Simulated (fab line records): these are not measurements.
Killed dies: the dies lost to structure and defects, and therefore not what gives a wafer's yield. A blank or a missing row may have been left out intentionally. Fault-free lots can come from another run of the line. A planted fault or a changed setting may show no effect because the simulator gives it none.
fab line records ; flow n5_finfet
[record] lots = 10; wafers = 30; last_day = 18
route steps=1938 shown SDB@364 MIM_BOT_LITHO@1865 MIM_BOT_ETCH@1867 PASSIVATION@1909
lots untouched by any fault: they come from a run of this same line in which no faults occurred
start_h: hours from the record's opening day to when the first of the lot's shown wafers began ; wait_h: how many hours have passed since the lot's step before this one ; " identical to the entry in the row above ; L1.1+2: a single row standing in for several wafers ; - either no value or no given start ; * or withheld: withheld ; < > ~ a bound
route shown NAME@n: NAME is a module with steps in the file, n the number in the route of the first one ; usual: mean/standard deviation of fault-free wafers ; same: alike in all rows ; chamber/n: place in a boat ; sites: the reading at each site ; _std_site: standard deviation of those values ; _edge_site: inner sites' mean taken away from outer sites' mean ; radius_mm: how far each site lies from the wafer's centre ; mask NAME#n: copy n ; behind: tool/chamber where the wafer was last shaped ; hold: reason for holding the lot/hours on hold/outcome of the hold ; device: whichever transistor did not switch (one of n, p or np) ; end of line: at the end of the route, the tests of the same wafers ; where a step has no rows: the recipe by itself ; killed: the dies lost at the first sort to structure and to defects; this is not the yield of the wafer ; map: per-die view of a wafer (x killed, . not killed, _ where there is no die)
set.NAME: the setting that was run; set.NAME@STEP: the one run at that earlier step ; model.NAME: the simulator's own value behind a step, which no gauge read
one table for each step of the route and one row for each wafer, over a sample of lots
services: a tool's chamber out of use, with start hour (start_h, from the record's first day; less than 0 if before it), hours out, and reason
[[steps]]
[step N5_SDB_HM_OPEN_20]
[recipe] chemistry = CH3F/O2; target = SiNx; mask_material = SOC; target_depth_a = 240; stop_on = poly-Si; over_etch_frac = 0.4; ion_energy_ev = 120; pressure_mtorr = 30; source_w = 395; bias_w = 73; Ar_flow_sccm = 150; CH3F_flow_sccm = 30; O2_flow_sccm = 20
[usual] CH3F_flow_sccm = 30.00/0.084; drypump_motor_current_A = 5.8/0.35; mfc_ar_sccm = 150.0/0.43; oes_ar_750_au = 0.79/0.075; oes_product_au = 0.65/0.061; rf_vpp_V = 298/3.2; showerhead_plenum_p_Torr = 2.01/0.077; throttle_valve_pct = 16.35/0.25
lot.wafer;tool;chamber;start_h;wait_h;CH3F_flow_sccm;drypump_motor_current_A;mfc_ar_sccm;oes_ar_750_au;oes_product_au;rf_hours_counter_h;rf_vpp_V;showerhead_plenum_p_Torr;throttle_valve_pct
L428.1;rie_diel-04;3;69.99;0.0;30.03;5.6;150.6;0.94;0.77;1;302;2.14;16.35
L428.5;rie_diel-04;3;69.99;0.0;30.02;5.6;150.3;0.94;0.78;-;303;2.14;16.34
L428.6;rie_diel-04;0;69.99;0.0;29.99;5.5;150.7;0.90;0.75;-;293;1.96;15.93
L433.1;rie_diel-04;0;102.56;0.0;29.87;5.5;149.2;0.89;0.71;45;295;1.95;15.96
L433.3;rie_diel-04;2;102.56;0.0;29.99;5.6;149.8;0.77;0.62;153;298;2.08;16.72
L433.5;rie_diel-04;2;102.56;0.0;30.05;5.6;149.5;0.77;0.63;-;299;2.08;16.70
L435.1;rie_diel-04;1;111.52;0.0;29.91;6.2;150.6;0.87;0.71;27;303;2.14;16.25
L435.4;rie_diel-04;3;111.52;0.0;30.13;5.7;149.3;0.89;0.74;14;303;2.14;16.34
L435.5;rie_diel-04;1;111.52;0.0;30.06;6.2;150.3;0.87;0.73;-;303;2.14;16.25
L436.2;rie_diel-04;1;120.48;0.0;30.12;6.2;150.7;0.86;0.72;30;302;2.13;16.25
L436.5;rie_diel-04;0;120.48;0.0;29.95;5.5;150.7;0.87;0.71;-;294;1.95;15.93
L436.6;rie_diel-04;3;120.48;0.0;30.01;5.6;149.5;0.88;0.73;-;301;2.14;16.37
L439.1;rie_diel-01;0;138.20;0.0;29.82;6.1;150.2;0.83;0.69;84;298;1.93;15.95
L439.4;rie_diel-01;1;138.20;0.0;29.92;5.9;149.6;0.70;0.58;215;298;1.97;16.40
L439.5;rie_diel-01;2;138.20;0.0;29.98;6.2;150.2;0.72;0.61;-;298;1.99;16.28
L445.1;rie_diel-01;0;173.35;0.0;29.91;6.0;149.5;0.82;0.68;95;297;1.93;15.94
L445.2;rie_diel-01;3;173.35;0.0;30.14;5.7;150.1;0.78;0.64;117;295;1.93;16.48
L445.3;rie_diel-01;1;173.35;0.0;30.08;5.9;150.6;0.69;0.57;228;298;1.97;16.42
L444.1;rie_diel-03;1;176.13;0.0;30.08;6.3;149.6;0.94;0.76;7;295;1.96;15.90
L444.4;rie_diel-03;1;176.13;0.0;30.05;6.3;150.1;0.95;0.79;-;295;1.96;15.90
L444.6;rie_diel-03;2;176.13;0.0;30.12;5.5;149.7;0.77;0.64;-;298;2.08;16.65
L447.1;rie_diel-03;0;185.47;0.0;30.02;5.1;150.5;0.95;0.78;2;301;1.96;16.11
L447.4;rie_diel-03;3;185.47;0.0;30.12;5.9;149.7;0.77;0.62;166;292;1.92;16.55
L447.6;rie_diel-03;2;185.47;0.0;29.96;5.5;149.7;0.77;0.62;-;297;2.08;16.66
L448.2;rie_diel-04;3;192.23;0.0;29.99;5.6;149.7;0.84;0.68;44;301;2.13;16.41
L448.3;rie_diel-04;1;192.23;0.0;29.95;6.2;150.2;0.85;0.69;42;302;2.13;16.29
L448.6;rie_diel-04;0;192.23;0.0;29.92;5.5;149.8;0.84;0.69;-;294;1.94;16.00
L450.1;rie_diel-04;0;205.62;0.0;30.03;5.5;150.3;0.83;0.68;83;295;1.94;16.01
L450.4;rie_diel-04;1;205.62;0.0;30.23;6.2;149.5;0.85;0.69;46;302;2.13;16.30
L450.6;rie_diel-04;0;205.62;0.0;29.96;5.5;149.8;0.83;0.68;-;293;1.94;15.99
[step N5_MIM_BOT_LITHO_DESCUM_10]
[recipe] chemistry = O2; time_s = 7.9; source_power_w = 50; bias_power_w = 20; pressure_mtorr = 20; rf_frequency_hz = 2.712e+07; temp_c = 40; o2_flow_sccm = 225
[usual] drypump_motor_current_A = 5.8/0.35; oes_product_au = 0.79/0.077; rf_vpp_V = 242.8/1.4; showerhead_plenum_p_Torr = 2.07/0.076; throttle_valve_pct = 20.45/0.28
lot.wafer;tool;chamber;start_h;wait_h;drypump_motor_current_A;oes_product_au;rf_hours_counter_h;rf_vpp_V;showerhead_plenum_p_Torr;throttle_valve_pct
L428.1;rie_diel-01;2;285.09;0.0;6.2;0.67;248;243.0;2.07;20.42
L428.5;rie_diel-01;1;285.09;0.0;5.9;0.93;-;243.5;2.06;20.16
L428.6;rie_diel-01;0;285.09;0.0;6.0;0.79;-;241.4;2.02;20.21
L433.1;rie_diel-03;0;309.39;0.1;5.1;0.86;49;243.0;2.03;20.29
L433.3;rie_diel-03;1;309.39;0.1;6.3;0.86;59;242.4;2.03;20.07
L433.5;rie_diel-03;0;309.39;0.1;5.1;0.85;-;241.7;2.03;20.30
L436.2;rie_diel-03;2;336.32;0.0;5.5;0.71;200;244.6;2.17;20.92
L436.5;rie_diel-03;1;336.32;0.0;6.4;0.85;-;241.8;2.03;20.07
L436.6;rie_diel-03;2;336.32;0.0;5.5;0.71;-;245.3;2.17;20.93
L435.1;rie_diel-01;0;338.21;0.0;6.1;0.76;160;241.9;2.01;20.24
L435.4;rie_diel-01;1;338.21;0.0;5.9;0.88;29;243.8;2.05;20.20
L435.5;rie_diel-01;1;338.21;0.0;5.9;0.89;-;241.9;2.05;20.21
L439.1;rie_diel-04;3;361.69;0.0;5.6;0.77;100;244.8;2.20;20.58
L439.4;rie_diel-04;3;361.69;0.0;5.7;0.77;-;245.3;2.20;20.59
L439.5;rie_diel-04;0;361.69;0.0;5.5;0.79;-;241.8;2.02;20.19
L444.1;rie_diel-04;3;404.03;0.0;5.7;0.75;120;245.1;2.19;20.61
L444.4;rie_diel-04;2;404.03;0.0;5.6;1.00;4;243.5;2.13;20.47
L444.6;rie_diel-04;2;404.03;0.0;5.6;1.00;-;245.0;2.13;20.47
L445.1;rie_diel-04;3;404.44;0.0;5.6;0.74;120;245.5;2.19;20.63
L445.2;rie_diel-04;2;404.44;0.0;5.6;1.00;4;243.2;2.13;20.47
L445.3;rie_diel-04;0;404.44;0.0;5.5;0.77;152;242.2;2.01;20.23
L447.1;rie_diel-01;0;406.04;0.3;6.0;0.73;185;241.0;2.00;20.30
L447.4;rie_diel-01;2;406.04;0.3;6.2;0.90;27;243.8;2.06;20.12
L447.6;rie_diel-01;2;406.04;0.3;6.2;0.90;-;241.9;2.06;20.12
L448.2;rie_diel-04;2;417.98;0.0;5.6;0.98;10;244.4;2.13;20.46
L448.3;rie_diel-04;0;417.98;0.0;5.5;0.77;157;242.5;2.01;20.23
L448.6;rie_diel-04;0;417.98;0.0;5.5;0.77;-;243.7;2.01;20.25
L450.1;rie_diel-01;3;428.47;0.0;5.7;0.70;213;241.5;1.99;20.77
L450.4;rie_diel-01;1;428.47;0.0;5.9;0.84;61;242.6;2.04;20.23
L450.6;rie_diel-01;3;428.47;0.0;5.7;0.70;-;242.3;1.99;20.76
[step N5_MIM_BOT_ETCH_ETCH_03]
[recipe] chemistry = Cl2/BCl3; target_depth_a = 120; pressure_mtorr = 8; icp_w = 800; bias_w = 100; Cl2_flow_sccm = 20; bcl3_flow_sccm = 80
[usual] drypump_motor_current_A = 5.8/0.34; oes_product_au = 0.79/0.091; throttle_valve_pct = 27.56/0.19
lot.wafer;tool;chamber;start_h;wait_h;drypump_motor_current_A;oes_product_au;rf_hours_counter_h;throttle_valve_pct
L428.1;rie_metal-01;1;285.24;0.1;6.2;0.62;115;27.40
L428.5;rie_metal-01;0;285.24;0.1;6.1;0.85;-;27.43
L428.6;rie_metal-01;1;285.24;0.1;6.2;0.62;-;27.40
L433.1;rie_metal-02;0;309.55;0.1;5.3;0.71;61;27.87
L433.3;rie_metal-02;1;309.55;0.1;5.7;0.89;-;27.62
L433.5;rie_metal-02;1;309.55;0.1;5.7;0.89;-;27.60
L436.2;rie_metal-01;0;336.50;0.1;6.1;0.83;-;27.45
L436.5;rie_metal-01;0;336.50;0.1;6.2;0.83;-;27.42
L436.6;rie_metal-01;0;336.50;0.1;6.1;0.84;-;27.44
L435.1;rie_metal-03;1;338.36;0.1;5.6;0.82;20;27.40
L435.4;rie_metal-03;1;338.36;0.1;5.6;0.82;-;27.39
L435.5;rie_metal-03;0;338.36;0.1;5.4;0.74;-;27.76
L439.1;rie_metal-01;1;361.84;0.1;6.2;0.95;1;27.30
L439.4;rie_metal-01;1;361.84;0.1;6.2;0.96;-;27.28
L439.5;rie_metal-01;0;361.84;0.1;6.1;0.83;-;27.44
L444.1;rie_metal-03;1;404.19;0.1;5.6;0.80;25;27.41
L444.4;rie_metal-03;0;404.19;0.1;5.5;0.72;-;27.77
L444.6;rie_metal-03;0;404.19;0.1;5.5;0.72;-;27.78
L445.1;rie_metal-02;0;404.59;0.1;5.3;0.69;70;27.89
L445.2;rie_metal-02;1;404.59;0.1;5.7;0.85;21;27.61
L445.3;rie_metal-02;0;404.59;0.1;5.3;0.69;-;27.89
L447.1;rie_metal-01;0;406.19;0.1;6.1;0.82;25;27.44
L447.4;rie_metal-01;0;406.19;0.1;6.1;0.82;-;27.45
L447.6;rie_metal-01;1;406.19;0.1;6.2;0.94;-;27.29
L448.2;rie_metal-02;0;418.13;0.1;5.3;0.68;72;27.88
L448.3;rie_metal-02;0;418.13;0.1;5.3;0.69;-;27.89
L448.6;rie_metal-02;0;418.13;0.1;5.3;0.69;-;27.89
L450.1;rie_metal-02;0;428.63;0.1;5.3;0.69;74;27.88
L450.4;rie_metal-02;1;428.63;0.1;5.7;0.85;-;27.62
L450.6;rie_metal-02;0;428.63;0.1;5.3;0.69;-;27.89
[step N5_PASSIVATION_AL_ETCH_33]
[recipe] chemistry = Cl2/BCl3; target_depth_a = 28000; over_etch_frac = 0.15; Cl2_flow_sccm = 180; bcl3_flow_sccm = 60; target = Al; stop_on = TaN; time_s = 466.7; ion_energy_ev = 100; pressure_mtorr = 10; icp_w = 900; bias_w = 100
[usual] drypump_motor_current_A = 5.7/0.32; oes_product_au = 0.72/0.075; throttle_valve_pct = 34.37/0.14
lot.wafer;tool;chamber;start_h;wait_h;drypump_motor_current_A;oes_product_au;rf_hours_counter_h;throttle_valve_pct
L428.1;rie_metal-03;0;288.39;0.1;5.5;0.66;64;34.49
L428.5;rie_metal-03;1;288.39;0.1;5.6;0.77;-;34.20
L428.6;rie_metal-03;0;288.39;0.1;5.5;0.67;-;34.48
L433.1;rie_metal-02;0;313.77;0.1;5.3;0.63;61;34.60
L433.3;rie_metal-02;0;313.77;0.1;5.3;0.63;-;34.60
L433.5;rie_metal-02;0;313.77;0.1;5.3;0.64;-;34.58
L436.2;rie_metal-02;1;341.16;0.1;5.7;0.78;16;34.34
L436.5;rie_metal-02;0;341.16;0.1;5.3;0.63;-;34.60
L436.6;rie_metal-02;1;341.16;0.1;5.7;0.80;-;34.36
L435.1;rie_metal-01;0;342.28;0.1;6.1;0.77;20;34.29
L435.4;rie_metal-01;0;342.28;0.1;6.1;0.75;-;34.27
L435.5;rie_metal-01;0;342.28;0.1;6.1;0.76;-;34.26
L439.1;rie_metal-02;1;366.32;0.1;5.7;0.79;18;34.34
L439.4;rie_metal-02;0;366.32;0.1;5.3;0.63;-;34.58
L439.5;rie_metal-02;0;366.32;0.1;5.3;0.63;-;34.57
L444.1;rie_metal-01;1;407.20;0.1;6.3;0.84;4;34.22
L444.4;rie_metal-01;0;407.20;0.1;6.1;0.73;-;34.34
L444.6;rie_metal-01;0;407.20;0.1;6.1;0.73;-;34.33
L445.1;rie_metal-03;0;409.70;0.1;5.5;0.66;72;34.51
L445.2;rie_metal-03;1;409.70;0.1;5.6;0.73;26;34.24
L445.3;rie_metal-03;1;409.70;0.1;5.6;0.73;-;34.21
L447.1;rie_metal-01;1;410.03;0.1;6.3;0.84;5;34.20
L447.4;rie_metal-01;0;410.03;0.1;6.1;0.74;-;34.31
L447.6;rie_metal-01;0;410.03;0.1;6.1;0.75;-;34.26
L448.2;rie_metal-02;1;427.75;0.1;5.7;0.77;24;34.34
L448.3;rie_metal-02;0;427.75;0.1;5.3;0.63;-;34.56
L448.6;rie_metal-02;1;427.75;0.1;5.7;0.77;-;34.32
L450.1;rie_metal-03;0;432.62;0.1;5.5;0.65;74;34.51
L450.4;rie_metal-03;0;432.62;0.1;5.4;0.65;-;34.52
L450.6;rie_metal-03;1;432.62;0.1;5.6;0.73;-;34.24
[step N5_PASSIVATION_PROBE_49]
[usual] defect_limited_yield = 91.2/1.5; killed_at_M0_to_M3 = 32/9.6; killed_at_M4_up = 13/5.3; killed_at_contacts = 13/6.7; killed_at_front_end = 42/11; killed_at_other = 3.8/2.9; killed_dies = 103/17; killed_open = 67/13; killed_short = 35/7.9; sort_bin_5_function = 5.2/0.94; sort_bin_6_memory = 3.3/0.64; sort_n_pass = 1077/17; sort_yield_pct = 91.2/1.5
[same] gross_dies = 1180; killed_at_back_side = 0; sort_bin_4_leakage[%] = 0; sort_bin_8_speed[%] = 0
lot.wafer;tool;chamber;start_h;wait_h;defect_limited_yield[%];killed_at_M0_to_M3;killed_at_M4_up;killed_at_contacts;killed_at_front_end;killed_at_other;killed_dies;killed_open;killed_short;sort_bin_5_function[%];sort_bin_6_memory[%];sort_n_pass;sort_yield_pct[%]
L436.2;prober-01;-;346.21;0.1;91.6;25;11;5;51;7;99;74;25;5.2;3.0;1081;91.6
L436.5;prober-01;-;346.36;0.2;83.3;21;12;8;147;9;197;60;33;10.1;4.4;983;83.3
L436.6;prober-01;-;346.41;0.3;90.4;37;8;9;50;9;113;75;37;5.5;3.9;1067;90.4
// killed by level:class
L436.2 STI_FIN_REVEAL:geometric_particle:open=15 BEOL_M1:geometric_particle:open=11 FIN_SAQP:geometric_particle:open=9 DUMMY_GATE:geometric_particle:open=7 BEOL_M0_SAQP:geometric_particle:short=6 BEOL_M0_SAQP:geometric_particle:open=5 MOL_CONTACT_COAG:geometric_particle:open=5 ILD0:geometric_particle:short=4
L436.5 SDB:unspecified=103 STI_FIN_REVEAL:geometric_particle:open=13 BEOL_M3:geometric_particle:open=9 FIN_SAQP:geometric_particle:short=8 MOL_CONTACT_COAG:geometric_particle:open=7 BEOL_M4:geometric_particle:open=5 FIN_SAQP:geometric_particle:open=4 DUMMY_GATE:geometric_particle:open=4
L436.6 STI_FIN_REVEAL:geometric_particle:open=27 BEOL_M0_SAQP:geometric_particle:short=15 BEOL_M0_SAQP:geometric_particle:open=13 MOL_CONTACT_COAG:geometric_particle:open=8 FIN_SAQP:geometric_particle:short=6 BEOL_M1:geometric_particle:open=6 BEOL_M7:geometric_particle:open=4 STI_FIN_REVEAL:geometric_particle:short=3
[[services]]
tool;chamber;start_h;hours;kind
rie_diel-01;3;63.15;7.3;repair
rie_diel-03;3;64.49;20.8;repair
rie_metal-02;0;81.29;16.5;repair
rie_diel-03;2;88.25;5.0;repair
rie_metal-02;-;108.99;2.8;pm
rie_diel-04;1;154.12;31.9;repair
rie_diel-01;1;203.47;7.2;repair
rie_diel-04;1;209.09;6.8;repair
rie_diel-03;2;212.85;15.3;repair
rie_metal-02;-;224.83;1.2;repair
rie_metal-03;-;225.57;28.1;pm
rie_metal-02;-;239.47;1.7;repair
rie_diel-04;-;240.08;14.6;pm
rie_metal-01;-;292.87;14.6;pm
rie_metal-03;-;303.59;1.4;pm
rie_metal-03;0;309.96;21.4;repair
rie_metal-02;1;310.40;10.4;repair
rie_diel-04;1;344.77;30.9;repair
rie_diel-03;-;361.14;2.8;pm
rie_diel-04;1;384.65;6.6;repair
rie_diel-01;2;393.40;8.3;repair
rie_diel-03;-;395.93;0.4;repair
rie_diel-04;3;413.39;10.4;repair
rie_diel-01;2;416.43;1.4;repair
[[key]]
[first_sign] step = N5_PASSIVATION_PROBE_49; reading = killed_at_front_end; direction = up; sigmas = 9.1; usual = 42; struck = 147
[effect] step = N5_PASSIVATION_PROBE_49; reading = defect_limited_yield; direction = down; sigmas = 5.4; usual = 91.2; struck = 83.3
[more_kills_born_at] N5_SDB_HM_OPEN_20@rie_diel-04 = 103
met_at N5_SDB_HM_OPEN_20
struck_lots L436
struck_wafers L436.5
not_acting_at N5_MIM_BOT_LITHO_DESCUM_10,N5_MIM_BOT_ETCH_ETCH_03,N5_PASSIVATION_AL_ETCH_33
onset_between 102.56 120.48
[fault] kind = chamber_particle_source; tool = rie_diel-04; chamber = 0; onset_h = 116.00; steps = N5_SDB_HM_OPEN_20; rate_per_visit_cm2 = 0.75012; end_h = 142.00
